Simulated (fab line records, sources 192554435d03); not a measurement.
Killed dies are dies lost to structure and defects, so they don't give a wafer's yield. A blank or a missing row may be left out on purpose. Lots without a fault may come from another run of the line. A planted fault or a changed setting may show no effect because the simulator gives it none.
Which tool did it? | flow n5_finfet | 23 lots, 69 wafers sampled, at 2 steps of a route of 1938

WHAT THE GAUGES READ, wafer by wafer
N5_HKMG_FIN_CD_MEAS_12: target cd 92.8 nm. Usual: cd_nm 92.8 nm, standard deviation 0.87.
lot  | measured    | on        | cd_nm (nm)     | flag
L074 | day 4 03:26 | cd_sem-03 | 93.9 94.0 92.2 |
L075 | day 4 13:34 | cd_sem-03 | 90.7 92.9 90.9 |
L076 | day 4 15:43 | cd_sem-02 | 92.9 95.0 93.1 |
L077 | day 5 02:16 | cd_sem-03 | 93.0 93.5 93.8 |
L078 | day 5 03:14 | cd_sem-01 | 92.1 90.9 92.4 |
L079 | day 5 10:44 | cd_sem-01 | 91.6 93.0 93.4 |
L080 | day 5 14:29 | cd_sem-03 | 93.2 93.4 92.5 |
L081 | day 5 20:53 | cd_sem-01 | 91.8 92.5 91.9 |
L082 | day 6 05:45 | cd_sem-01 | 92.3 91.3 92.2 |
L083 | day 6 10:19 | cd_sem-03 | 92.3 92.9 92.9 |
L084 | day 6 19:23 | cd_sem-01 | 92.6 93.7 92.8 |
L085 | day 6 21:43 | cd_sem-01 | 92.4 91.8 94.1 |
L086 | day 7 06:24 | cd_sem-03 | 92.7 92.9 93.9 |
L087 | day 7 12:47 | cd_sem-01 | 90.8 92.9 93.0 |
L088 | day 7 15:51 | cd_sem-02 | 92.5 92.6 93.7 |
L089 | day 7 23:58 | cd_sem-03 | 90.9 91.8 91.9 |
L090 | day 8 01:34 | cd_sem-02 | 92.1 92.5 93.5 |
L091 | day 8 08:47 | cd_sem-01 | 93.1 94.6 93.7 |
L092 | day 8 19:08 | cd_sem-03 | 92.8 94.4 92.8 |
L093 | day 8 21:52 | cd_sem-02 | 93.2 93.2 94.2 |
L095 | day 9 09:32 | cd_sem-02 | 92.8 94.2 92.2 |
L096 | day 9 16:18 | cd_sem-02 | 93.8 93.4 93.6 |
L097 | day 9 21:26 | cd_sem-02 | 92.4 92.7 92.3 |

WHICH TOOL RAN EACH LOT (tool, then ch and the chambers of the sampled wafers, then the start)
lot  | N5_HKMG_FIN_ALD_36
L074 | ald_metal-04 ch 0,1,3, day 4 02:16
L075 | ald_metal-02 ch 1,2,3, day 4 12:32
L076 | ald_metal-02 ch 0,3, day 4 14:34
L077 | ald_metal-04 ch 0,2, day 5 01:07
L078 | ald_metal-03 ch 0,2,3, day 5 02:05
L079 | ald_metal-02 ch 0,1,2, day 5 09:43
L080 | ald_metal-02 ch 0,1,2, day 5 13:28
L081 | ald_metal-02 ch 0,1,2, day 5 19:52
L082 | ald_metal-04 ch 1,3, day 6 04:43
L083 | ald_metal-03 ch 0,2,3, day 6 09:10
L084 | ald_metal-03 ch 1,2,3, day 6 17:19
L085 | ald_metal-03 ch 0,2, day 6 20:33
L086 | ald_metal-03 ch 0,1,2, day 7 05:14
L087 | ald_metal-02 ch 0,1,3, day 7 11:38
L088 | ald_metal-04 ch 0,1,3, day 7 14:49
L089 | ald_metal-02 ch 0,1,3, day 7 22:48
L090 | ald_metal-04 ch 1,2,3, day 8 00:25
L091 | ald_metal-04 ch 0,1,3, day 8 07:45
L092 | ald_metal-04 ch 2,3, day 8 17:59
L093 | ald_metal-02 ch 0,1,3, day 8 20:43
L095 | ald_metal-04 ch 0,2,3, day 9 08:23
L096 | ald_metal-04 ch 0,1, day 9 15:17
L097 | ald_metal-03 ch 1,2, day 9 20:24
- N5_HKMG_FIN_ALD_36: deposits TiN, target thk 1 nm, pulse time 1 s, purge time 3 s.

WHAT THE TOOLS THEMSELVES READ (means of the sampled wafers that have a number; where no wafer has one, the mark that the record gives instead)
N5_HKMG_FIN_ALD_36. Usual: heater_power_w 904 W, standard deviation 73; precursor_pulse_height_rel 1.001, standard deviation 0.02.
lot  | tool         | heater_power_w (W) | precursor_pulse_height_rel | flag
L074 | ald_metal-04 | 893                | 0.988                      |
L075 | ald_metal-02 | 868                | 0.997                      |
L076 | ald_metal-02 | 865                | 1.009                      |
L077 | ald_metal-04 | 842                | 0.979                      |
L078 | ald_metal-03 | 919                | 0.988                      |
L079 | ald_metal-02 | 860                | 1.013                      |
L080 | ald_metal-02 | 876                | 1.007                      |
L081 | ald_metal-02 | 870                | 1.008                      |
L082 | ald_metal-04 | 926                | 0.997                      |
L083 | ald_metal-03 | 940                | 1.006                      |
L084 | ald_metal-03 | 1003               | 0.982                      |
L085 | ald_metal-03 | 913                | 0.991                      |
L086 | ald_metal-03 | 976                | 0.998                      |
L087 | ald_metal-02 | 886                | 1.010                      |
L088 | ald_metal-04 | 914                | 0.983                      |
L089 | ald_metal-02 | 875                | 1.001                      |
L090 | ald_metal-04 | 909                | 0.998                      |
L091 | ald_metal-04 | 906                | 0.986                      |
L092 | ald_metal-04 | 877                | 0.992                      |
L093 | ald_metal-02 | 873                | 0.998                      |
L095 | ald_metal-04 | 858                | 0.979                      |
L096 | ald_metal-04 | 903                | 1.009                      |
L097 | ald_metal-03 | 1053               | 0.987                      |

THE ANSWER, worked out from the rows above alone
Rule: a lot is off if the mean of its wafers that have a number lies more than 3 standard deviations from the usual mean. A lot without any number at a reading at which 4 lots or more have one is off too. The other lots that the step has rows for count as sound. The gauges are gone through in route order, then the tools' own readings, and for those a lot's mean is taken as printed above. The first step at which some lot is off is used, and at that step the reading that is off furthest; a lot without a number counts as furthest.
No lot is off at any reading shown: from this, nothing can be told.

WHAT THE SIMULATOR HAD PUT IN
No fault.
